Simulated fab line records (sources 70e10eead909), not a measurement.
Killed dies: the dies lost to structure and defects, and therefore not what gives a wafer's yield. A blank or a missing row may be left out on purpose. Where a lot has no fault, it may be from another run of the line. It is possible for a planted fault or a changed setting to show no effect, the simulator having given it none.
Chamber matching :: flow nand_harc :: NHARC_A_SLIT_DEP_25 on pecvd-01: 3 sister chambers
The step deposits SiO2, target thk 200 nm. 3 wafers are shown with their chamber, then 7 later ones without.

EACH WAFER AND ITS CHAMBER
wafer: L082.3
chamber: 0
showerhead_vpp_V (V): 1737

wafer: L087.6
chamber: 2
showerhead_vpp_V (V): 1846

wafer: L090.3
chamber: 1
showerhead_vpp_V (V): 1815

WAFERS WITH NO CHAMBER GIVEN
wafer: L090.5
showerhead_vpp_V (V): 1829

wafer: L095.1
showerhead_vpp_V (V): 1876

wafer: L095.4
showerhead_vpp_V (V): 1846

wafer: L095.6
showerhead_vpp_V (V): 1806

wafer: L097.2
showerhead_vpp_V (V): 1830

wafer: L097.4
showerhead_vpp_V (V): 1886

wafer: L097.6
showerhead_vpp_V (V): 1859

THE CHAMBER EACH PASSED THROUGH
wafer: L090.5
from the rows above: can't be placed: 1 or 2
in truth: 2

wafer: L095.1
from the rows above: can't be placed: 2 or 1
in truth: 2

wafer: L095.4
from the rows above: can't be placed: 2 or 1
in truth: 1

wafer: L095.6
from the rows above: can't be placed: 1 or 2
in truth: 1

wafer: L097.2
from the rows above: can't be placed: 1 or 2
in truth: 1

wafer: L097.4
from the rows above: can't be placed: 2 or 1
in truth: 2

wafer: L097.6
from the rows above: can't be placed: 2 or 1
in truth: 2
0 of 7 placed correctly. Unplaceable from these rows: 7, with the true chamber sitting among the candidates in 7. Number placed wrongly: 0.
How it was worked out, from the rows above alone: a wafer's distance from a chamber is the root of the sum, over the readings, of the square of ((its reading less the chamber's mean) divided by the reading's scatter). The wafer belongs to the nearest chamber; if the next one is less than 2 further off, it can't be placed. The mean given for a chamber averages the wafers shown for that chamber. The scatter (one wafer shown for each chamber): square how far every hidden wafer sits from the nearest shown wafer, average those squares and take the square root.
